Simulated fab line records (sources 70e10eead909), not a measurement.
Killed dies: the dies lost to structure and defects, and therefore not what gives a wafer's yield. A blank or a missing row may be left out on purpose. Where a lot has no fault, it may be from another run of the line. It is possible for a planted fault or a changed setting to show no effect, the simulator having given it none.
The tool behind it: which one? | flow nand harc | 39 wafers from 13 lots sampled at 6 of the route's 1302 steps

WHAT THE GAUGES SHOWED, per wafer
NHARC_A_DECK1_JOINT_INSPECT_05.
lot  | measured     | on                | raw defect count
L282 | day 13 07:34 | defect inspect-02 | 485 309 223
L284 | day 13 22:04 | defect inspect-02 | 271 297 290
L283 | day 14 00:59 | defect inspect-01 | 252 661 282
L285 | day 14 10:11 | defect inspect-01 | 379 450 438
L286 | day 14 21:53 | defect inspect-01 | 349 263 254
L292 | day 17 03:32 | defect inspect-02 | 613 433 415
L293 | day 18 01:58 | defect inspect-01 | 263 330 338
L295 | day 18 09:07 | defect inspect-01 | 431 197 348
L297 | day 19 08:48 | defect inspect-02 | 625 536 303
L296 | day 19 08:48 | defect inspect-02 | 235 230 279
L300 | day 20 20:44 | defect inspect-02 | 453 537 228
L302 | day 21 15:07 | defect inspect-02 | 226 139 170
L303 | day 22 00:23 | defect inspect-02 | 210 259 219

NHARC_A_ONON_D2_THK_MEAS_02: measures by ellipsometry.
lot  | measured     | on            | thk nm (nm)
L282 | day 13 08:08 | film metro-02 | 1011 1013 1010
L284 | day 13 22:38 | film metro-01 | 1003 1003 1003
L283 | day 14 01:34 | film metro-02 | 1005 671 1006
L285 | day 14 10:45 | film metro-01 | 1004 673 1005
L286 | day 14 22:27 | film metro-01 | 1001 1001 1001
L292 | day 17 04:07 | film metro-01 | 1004 1002 1004
L293 | day 18 02:33 | film metro-01 | 994 994 993
L295 | day 18 09:41 | film metro-01 | 997 994 995
L297 | day 19 09:23 | film metro-02 | 1020 1019 1019
L296 | day 19 09:22 | film metro-01 | 985 986 986
L300 | day 20 21:19 | film metro-01 | 986 986 986
L302 | day 21 15:41 | film metro-02 | 998 998 998
L303 | day 22 00:57 | film metro-02 | 1005 1006 1003

NHARC_END_SORT_01.
lot  | measured     | on        | killed at array | killed at other | killed at periphery | killed dies | killed open | killed short
L283 | day 25 12:42 | prober-02 | 22 673 19       | 0 0 0           | 11 4 5              | 33 677 24   | 5 7 4       | 1 5 1
L285 | day 26 06:44 | prober-02 | 61 676 55       | 4 1 2           | 1 0 3               | 66 677 60   | 4 6 4       | 5 0 2

EACH LOT AND THE TOOL THAT RAN IT (in order: tool; ch and the chambers of the sampled wafers; start)
lot  | NHARC_A_DECK1_JOINT_ETCHBACK_07  | NHARC_A_DECK1_JOINT_CMP_02    | NHARC_A_ONON_D2_DEP_00
L282 | rie si-03 ch 0,1,2, day 11 17:29 | cmp-01 ch 0,1,2, day 13 06:51 | pecvd onon-01 ch 0, day 13 07:41
L284 | rie si-01 ch 0,1,3, day 12 08:04 | cmp-01 ch 0,1,2, day 13 21:21 | pecvd onon-01 ch 0, day 13 22:11
L283 | rie si-01 ch 0,2,3, day 12 11:39 | cmp-02 ch 0,1,3, day 14 00:17 | pecvd onon-01 ch 0, day 14 01:04
L285 | rie si-03 ch 1,3, day 12 20:37   | cmp-01 ch 0,2,3, day 14 09:30 | pecvd onon-01 ch 0, day 14 10:18
L286 | rie si-03 ch 0,1,2, day 13 13:16 | cmp-04 ch 0,1,3, day 14 21:13 | pecvd onon-02 ch 0, day 14 22:00
L292 | rie si-05 ch 0,3, day 15 13:34   | cmp-04 ch 0,2,3, day 17 02:53 | pecvd onon-04 ch 0, day 17 03:37
L293 | rie si-05 ch 0,1,2, day 16 10:25 | cmp-02 ch 0,1,2, day 18 01:19 | pecvd onon-01 ch 0, day 18 02:02
L295 | rie si-03 ch 0,2,3, day 16 19:04 | cmp-02 ch 0,2,3, day 18 08:28 | pecvd onon-01 ch 0, day 18 09:14
L297 | rie si-05 ch 1,2,3, day 17 17:53 | cmp-01 ch 0,1,3, day 19 08:05 | pecvd onon-04 ch 0, day 19 08:56
L296 | rie si-01 ch 0,1,3, day 17 17:53 | cmp-02 ch 0,1,3, day 19 08:08 | pecvd onon-01 ch 0, day 19 08:52
L300 | rie si-03 ch 0,2, day 19 04:17   | cmp-01 ch 0,1,2, day 20 20:05 | pecvd onon-01 ch 0, day 20 20:49
L302 | rie si-01 ch 0,1, day 20 04:40   | cmp-02 ch 1,3, day 21 14:25   | pecvd onon-01 ch 0, day 21 15:11
L303 | rie si-05 ch 0,1,3, day 20 14:07 | cmp-01 ch 1,2,3, day 21 23:43 | pecvd onon-01 ch 0, day 22 00:30
- NHARC_A_DECK1_JOINT_ETCHBACK_07: etches the open film in HBr, target depth 105 nm, time 26.9 s.
- NHARC_A_DECK1_JOINT_CMP_02: polishes SiOx.
- NHARC_A_ONON_D2_DEP_00: target thk 1000 nm.

WHAT THE TOOLS THEMSELVES READ (means of the sampled wafers that have a number; where no wafer has one, the mark that the record gives instead)
NHARC_A_DECK1_JOINT_ETCHBACK_07.
lot  | tool      | drypump motor current A (A) | oes product au (a.u.) | throttle valve pct (%)
L282 | rie si-03 | 6.1                         | 1.002                 | 23.264
L284 | rie si-01 | 5.7                         | 1.003                 | 23.265
L283 | rie si-01 | 5.7                         | 1.008                 | 23.268
L285 | rie si-03 | 5.6                         | 1.009                 | 23.273
L286 | rie si-03 | 6.1                         | 0.995                 | 23.262
L292 | rie si-05 | 5.4                         | 0.989                 | 23.266
L293 | rie si-05 | 5.6                         | 0.994                 | 23.264
L295 | rie si-03 | 5.9                         | 0.994                 | 23.261
L297 | rie si-05 | 5.6                         | 0.992                 | 23.271
L296 | rie si-01 | 5.7                         | 1.007                 | 23.269
L300 | rie si-03 | 6.1                         | 0.990                 | 23.266
L302 | rie si-01 | 5.7                         | 1.025                 | 23.255
L303 | rie si-05 | 5.5                         | 1.005                 | 23.264

NHARC_A_DECK1_JOINT_CMP_02.
lot  | tool   | motor current A (A)
L282 | cmp-01 | 12.6
L284 | cmp-01 | 12.4
L283 | cmp-02 | 12.0
L285 | cmp-01 | 11.1
L286 | cmp-04 | 12.4
L292 | cmp-04 | 11.8
L293 | cmp-02 | 11.9
L295 | cmp-02 | 11.1
L297 | cmp-01 | 12.5
L296 | cmp-02 | 12.4
L300 | cmp-01 | 12.5
L302 | cmp-02 | 12.4
L303 | cmp-01 | 13.0

THE ANSWER, worked out from the rows above alone
Rule: the usual values come from the lots themselves. Put in order of their means at a reading, lots are off if they are a third of the lots or fewer, leave a main group of 4 or more, and stand apart from it by a gap of 3 or more times the standard deviation of the main group's means; of several such gaps the widest counts. A main group is skipped when, at the precision printed for the reading in the tables above, its means are all equal. Also off: a lot with no number at a reading for which 4 or more lots have one. The other lots that the step has rows for count as sound. The gauges are gone through in route order, then the tools' own readings, and for those a lot's mean is taken as printed above. The first step at which some lot is off is used, and at that step the reading that is off furthest; a lot without a number counts as furthest.
Off: L283, L285 (NHARC_A_ONON_D2_THK_MEAS_02, thk nm). Mean 1000 nm and standard deviation 9.6 in the main group.
If a tool, at a process step before that reading, ran all the lots that are off and no sound lot after the first of them, it fits. Those tools and the gauges at NHARC_A_ONON_D2_THK_MEAS_02 are tried in the same way. Of those tried, none fits.

WHAT THE SIMULATOR PUT IN
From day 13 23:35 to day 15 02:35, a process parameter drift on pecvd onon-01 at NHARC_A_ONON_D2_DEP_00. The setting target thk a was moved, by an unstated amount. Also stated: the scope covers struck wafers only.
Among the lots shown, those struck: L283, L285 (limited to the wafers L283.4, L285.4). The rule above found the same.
